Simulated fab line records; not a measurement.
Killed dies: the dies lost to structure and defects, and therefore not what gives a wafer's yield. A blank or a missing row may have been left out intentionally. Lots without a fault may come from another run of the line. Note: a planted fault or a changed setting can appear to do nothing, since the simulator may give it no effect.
What tool caused it? / flow nand harc / 13 lots with 39 wafers sampled at 5 steps, on a route of 1159 steps

WHAT THE GAUGES READ, wafer by wafer
NHARC_END_SORT_01.
lot=L429; measured=day 23 17:22; on=prober-01; killed at array=15; killed at other=1; killed at periphery=5; killed dies=21; killed open=4; killed short=2

WHICH TOOL RAN EACH LOT (tool, then ch and the chambers of the sampled wafers, then the start)
lot=L412; NHARC_A_SIN_REMOVE_WET_00=wet h3po4-01 ch 1, day 14 19:35; NHARC_A_WL_FILL_RTA_01=rtp anneal-02 ch 0, day 15 00:53; NHARC_A_WL_FILL_CVD_03=cvd w-02 ch 0,1, day 15 05:33; NHARC_A_WL_FILL_ETCHBACK_05=rie metal-01 ch 0,1, day 15 09:05
lot=L413; NHARC_A_SIN_REMOVE_WET_00=wet h3po4-01 ch 0, day 15 06:26; NHARC_A_WL_FILL_RTA_01=rtp anneal-01 ch 0, day 15 11:56; NHARC_A_WL_FILL_CVD_03=cvd w-01 ch 0,1, day 15 13:02; NHARC_A_WL_FILL_ETCHBACK_05=rie metal-02 ch 0,1, day 15 16:07
lot=L414; NHARC_A_SIN_REMOVE_WET_00=wet h3po4-01 ch 1, day 15 06:26; NHARC_A_WL_FILL_RTA_01=rtp anneal-02 ch 0, day 15 11:44; NHARC_A_WL_FILL_CVD_03=cvd w-02 ch 0,1, day 15 12:28; NHARC_A_WL_FILL_ETCHBACK_05=rie metal-03 ch 0,1, day 15 15:59
lot=L420; NHARC_A_SIN_REMOVE_WET_00=wet h3po4-01 ch 0, day 17 11:53; NHARC_A_WL_FILL_RTA_01=rtp anneal-01 ch 0, day 17 17:14; NHARC_A_WL_FILL_CVD_03=cvd w-01 ch 0,1, day 17 19:41; NHARC_A_WL_FILL_ETCHBACK_05=rie metal-01 ch 0,1, day 17 22:22
lot=L423; NHARC_A_SIN_REMOVE_WET_00=wet h3po4-01 ch 0, day 17 11:53; NHARC_A_WL_FILL_RTA_01=rtp anneal-02 ch 0, day 17 17:10; NHARC_A_WL_FILL_CVD_03=cvd w-02 ch 0,1, day 17 17:47; NHARC_A_WL_FILL_ETCHBACK_05=rie metal-02 ch 1, day 17 21:17
lot=L426; NHARC_A_SIN_REMOVE_WET_00=wet h3po4-02 ch 0, day 17 22:53; NHARC_A_WL_FILL_RTA_01=rtp anneal-02 ch 0, day 18 09:47; NHARC_A_WL_FILL_CVD_03=cvd w-02 ch 0,1, day 18 11:31; NHARC_A_WL_FILL_ETCHBACK_05=rie metal-02 ch 0,1, day 18 15:04
lot=L427; NHARC_A_SIN_REMOVE_WET_00=wet h3po4-02 ch 1, day 18 17:11; NHARC_A_WL_FILL_RTA_01=rtp anneal-01 ch 0, day 19 00:27; NHARC_A_WL_FILL_CVD_03=cvd w-02 ch 0,1, day 19 02:28; NHARC_A_WL_FILL_ETCHBACK_05=rie metal-03 ch 0,1, day 19 04:38
lot=L429; NHARC_A_SIN_REMOVE_WET_00=wet h3po4-02 ch 1, day 19 01:37; NHARC_A_WL_FILL_RTA_01=rtp anneal-01 ch 0, day 19 07:15; NHARC_A_WL_FILL_CVD_03=cvd w-01 ch 0,1, day 19 12:16; NHARC_A_WL_FILL_ETCHBACK_05=rie metal-03 ch 0,1, day 19 14:51
lot=L430; NHARC_A_SIN_REMOVE_WET_00=wet h3po4-02 ch 1, day 19 01:37; NHARC_A_WL_FILL_RTA_01=rtp anneal-02 ch 0, day 19 07:16; NHARC_A_WL_FILL_CVD_03=cvd w-02 ch 0,1, day 19 11:23; NHARC_A_WL_FILL_ETCHBACK_05=rie metal-02 ch 0,1, day 19 14:57
lot=L428; NHARC_A_SIN_REMOVE_WET_00=wet h3po4-01 ch 0, day 19 08:41; NHARC_A_WL_FILL_RTA_01=rtp anneal-02 ch 0, day 19 14:04; NHARC_A_WL_FILL_CVD_03=cvd w-02 ch 0,1, day 19 15:26; NHARC_A_WL_FILL_ETCHBACK_05=rie metal-01 ch 1, day 19 18:32
lot=L431; NHARC_A_SIN_REMOVE_WET_00=wet h3po4-01 ch 1, day 19 08:41; NHARC_A_WL_FILL_RTA_01=rtp anneal-01 ch 0, day 19 14:20; NHARC_A_WL_FILL_CVD_03=cvd w-01 ch 0,1, day 19 15:17; NHARC_A_WL_FILL_ETCHBACK_05=rie metal-03 ch 0,1, day 19 18:50
lot=L433; NHARC_A_SIN_REMOVE_WET_00=wet h3po4-02 ch 0, day 20 10:04; NHARC_A_WL_FILL_RTA_01=rtp anneal-02 ch 0, day 20 15:23; NHARC_A_WL_FILL_CVD_03=cvd w-01 ch 0, day 20 18:11; NHARC_A_WL_FILL_ETCHBACK_05=rie metal-01 ch 0,1, day 20 21:47
lot=L434; NHARC_A_SIN_REMOVE_WET_00=wet h3po4-02 ch 0, day 20 10:04; NHARC_A_WL_FILL_RTA_01=rtp anneal-01 ch 0, day 20 15:43; NHARC_A_WL_FILL_CVD_03=cvd w-01 ch 0,1, day 20 21:32; NHARC_A_WL_FILL_ETCHBACK_05=rie metal-03 ch 0,1, day 21 00:37
- NHARC_A_SIN_REMOVE_WET_00: chemistry H3PO4, time 15300 s.
- NHARC_A_WL_FILL_RTA_01: time 5 s.
- NHARC_A_WL_FILL_CVD_03: deposits W, target thk 40 nm, time 3302 s.
- NHARC_A_WL_FILL_ETCHBACK_05: etches the open film in Cl2/BCl3, target depth 22 nm, time 60 s.

WHAT THE TOOLS THEMSELVES READ (means of the sampled wafers that have a number; where no wafer has one, the mark that the record gives instead)
NHARC_A_SIN_REMOVE_WET_00.
lot=L412; tool=wet h3po4-01; bath guard temp C (C)=159.92; bath heat duty pct (%)=26.7
lot=L413; tool=wet h3po4-01; bath guard temp C (C)=159.81; bath heat duty pct (%)=24.2
lot=L414; tool=wet h3po4-01; bath guard temp C (C)=159.89; bath heat duty pct (%)=28.1
lot=L420; tool=wet h3po4-01; bath guard temp C (C)=-; bath heat duty pct (%)=-
lot=L423; tool=wet h3po4-01; bath guard temp C (C)=-; bath heat duty pct (%)=-
lot=L426; tool=wet h3po4-02; bath guard temp C (C)=159.79; bath heat duty pct (%)=23.9
lot=L427; tool=wet h3po4-02; bath guard temp C (C)=160.16; bath heat duty pct (%)=25.7
lot=L429; tool=wet h3po4-02; bath guard temp C (C)=160.33; bath heat duty pct (%)=25.2
lot=L430; tool=wet h3po4-02; bath guard temp C (C)=160.16; bath heat duty pct (%)=24.8
lot=L428; tool=wet h3po4-01; bath guard temp C (C)=159.76; bath heat duty pct (%)=24.5
lot=L431; tool=wet h3po4-01; bath guard temp C (C)=159.97; bath heat duty pct (%)=26.7
lot=L433; tool=wet h3po4-02; bath guard temp C (C)=159.79; bath heat duty pct (%)=25.2
lot=L434; tool=wet h3po4-02; bath guard temp C (C)=159.57; bath heat duty pct (%)=24.9

NHARC_A_WL_FILL_RTA_01.
lot=L412; tool=rtp anneal-02; lamp power pct (%)=25; lamp_zone_2_pct (%)=25; lamp_zone_4_pct (%)=25; lamp_zone_5_pct (%)=25; wafer_temp_C_max=1002.9
lot=L413; tool=rtp anneal-01; lamp power pct (%)=37; lamp_zone_2_pct (%)=37; lamp_zone_4_pct (%)=37; lamp_zone_5_pct (%)=37; wafer_temp_C_max=1004.0
lot=L414; tool=rtp anneal-02; lamp power pct (%)=25; lamp_zone_2_pct (%)=25; lamp_zone_4_pct (%)=25; lamp_zone_5_pct (%)=25; wafer_temp_C_max=1003.9
lot=L420; tool=rtp anneal-01; lamp power pct (%)=37; lamp_zone_2_pct (%)=37; lamp_zone_4_pct (%)=37; lamp_zone_5_pct (%)=37; wafer_temp_C_max=1004.5
lot=L423; tool=rtp anneal-02; lamp power pct (%)=25; lamp_zone_2_pct (%)=25; lamp_zone_4_pct (%)=25; lamp_zone_5_pct (%)=25; wafer_temp_C_max=1003.6
lot=L426; tool=rtp anneal-02; lamp power pct (%)=25; lamp_zone_2_pct (%)=25; lamp_zone_4_pct (%)=25; lamp_zone_5_pct (%)=25; wafer_temp_C_max=1003.4
lot=L427; tool=rtp anneal-01; lamp power pct (%)=37; lamp_zone_2_pct (%)=37; lamp_zone_4_pct (%)=37; lamp_zone_5_pct (%)=37; wafer_temp_C_max=1005.9
lot=L429; tool=rtp anneal-01; lamp power pct (%)=37; lamp_zone_2_pct (%)=37; lamp_zone_4_pct (%)=37; lamp_zone_5_pct (%)=37; wafer_temp_C_max=1005.3
lot=L430; tool=rtp anneal-02; lamp power pct (%)=25; lamp_zone_2_pct (%)=25; lamp_zone_4_pct (%)=25; lamp_zone_5_pct (%)=25; wafer_temp_C_max=1004.4
lot=L428; tool=rtp anneal-02; lamp power pct (%)=25; lamp_zone_2_pct (%)=25; lamp_zone_4_pct (%)=25; lamp_zone_5_pct (%)=25; wafer_temp_C_max=1004.5
lot=L431; tool=rtp anneal-01; lamp power pct (%)=37; lamp_zone_2_pct (%)=37; lamp_zone_4_pct (%)=37; lamp_zone_5_pct (%)=37; wafer_temp_C_max=1005.6
lot=L433; tool=rtp anneal-02; lamp power pct (%)=25; lamp_zone_2_pct (%)=25; lamp_zone_4_pct (%)=25; lamp_zone_5_pct (%)=25; wafer_temp_C_max=1003.6
lot=L434; tool=rtp anneal-01; lamp power pct (%)=37; lamp_zone_2_pct (%)=37; lamp_zone_4_pct (%)=37; lamp_zone_5_pct (%)=37; wafer_temp_C_max=1005.3

NHARC_A_WL_FILL_CVD_03.
lot=L412; tool=cvd w-02; heater power w (W)=422; mfc wf6 sccm (sccm)=39.94; throttle valve pct (%)=8.37
lot=L413; tool=cvd w-01; heater power w (W)=467; mfc wf6 sccm (sccm)=39.98; throttle valve pct (%)=8.05
lot=L414; tool=cvd w-02; heater power w (W)=425; mfc wf6 sccm (sccm)=40.01; throttle valve pct (%)=8.29
lot=L420; tool=cvd w-01; heater power w (W)=475; mfc wf6 sccm (sccm)=39.99; throttle valve pct (%)=8.11
lot=L423; tool=cvd w-02; heater power w (W)=451; mfc wf6 sccm (sccm)=40.13; throttle valve pct (%)=7.87
lot=L426; tool=cvd w-02; heater power w (W)=440; mfc wf6 sccm (sccm)=40.15; throttle valve pct (%)=7.98
lot=L427; tool=cvd w-02; heater power w (W)=450; mfc wf6 sccm (sccm)=40.08; throttle valve pct (%)=7.84
lot=L429; tool=cvd w-01; heater power w (W)=503; mfc wf6 sccm (sccm)=40.00; throttle valve pct (%)=8.33
lot=L430; tool=cvd w-02; heater power w (W)=449; mfc wf6 sccm (sccm)=40.22; throttle valve pct (%)=7.95
lot=L428; tool=cvd w-02; heater power w (W)=452; mfc wf6 sccm (sccm)=40.06; throttle valve pct (%)=7.87
lot=L431; tool=cvd w-01; heater power w (W)=477; mfc wf6 sccm (sccm)=40.02; throttle valve pct (%)=8.31
lot=L433; tool=cvd w-01; heater power w (W)=535; mfc wf6 sccm (sccm)=39.85; throttle valve pct (%)=8.28
lot=L434; tool=cvd w-01; heater power w (W)=473; mfc wf6 sccm (sccm)=40.19; throttle valve pct (%)=8.01

NHARC_A_WL_FILL_ETCHBACK_05.
lot=L412; tool=rie metal-01; drypump motor current A (A)=5.5; oes product au (a.u.)=1.010
lot=L413; tool=rie metal-02; drypump motor current A (A)=6.0; oes product au (a.u.)=0.990
lot=L414; tool=rie metal-03; drypump motor current A (A)=5.6; oes product au (a.u.)=0.983
lot=L420; tool=rie metal-01; drypump motor current A (A)=5.5; oes product au (a.u.)=1.005
lot=L423; tool=rie metal-02; drypump motor current A (A)=6.0; oes product au (a.u.)=1.001
lot=L426; tool=rie metal-02; drypump motor current A (A)=6.0; oes product au (a.u.)=0.991
lot=L427; tool=rie metal-03; drypump motor current A (A)=5.6; oes product au (a.u.)=1.001
lot=L429; tool=rie metal-03; drypump motor current A (A)=5.6; oes product au (a.u.)=1.004
lot=L430; tool=rie metal-02; drypump motor current A (A)=5.9; oes product au (a.u.)=0.998
lot=L428; tool=rie metal-01; drypump motor current A (A)=5.0; oes product au (a.u.)=1.004
lot=L431; tool=rie metal-03; drypump motor current A (A)=5.6; oes product au (a.u.)=1.001
lot=L433; tool=rie metal-01; drypump motor current A (A)=5.5; oes product au (a.u.)=1.003
lot=L434; tool=rie metal-03; drypump motor current A (A)=5.6; oes product au (a.u.)=0.995

THE ANSWER, worked out from the rows above alone
Rule: what is usual is taken from the lots themselves. Put in order of their means at a reading, lots are off if they are a third of the lots or fewer, leave a main group of 4 or more, and stand apart from it by a gap of 3 or more times the standard deviation of the main group's means; of several such gaps the widest counts. A main group is skipped when, at the precision printed for the reading in the tables above, its means are all equal. Also off: a lot with no number at a reading for which 4 or more lots have one. Where the step has rows for the other lots, those lots are counted as sound. The gauges are gone through in route order, then the tools' own readings, and for those a lot's mean is taken as printed above. The first step at which some lot is off is used, and at that step the reading that is off furthest; a lot without a number counts as furthest.
Off: L420, L423 (NHARC_A_SIN_REMOVE_WET_00, bath guard temp C). Without a number there: L420, L423. Mean 159.92 C and standard deviation 0.21 in the main group.
A tool fits if, at that step or a process step before it, it ran every lot that is off, and no sound lot after the first of them. No candidate that was tried fits.

WHAT HAD BEEN PUT IN BY THE SIMULATOR
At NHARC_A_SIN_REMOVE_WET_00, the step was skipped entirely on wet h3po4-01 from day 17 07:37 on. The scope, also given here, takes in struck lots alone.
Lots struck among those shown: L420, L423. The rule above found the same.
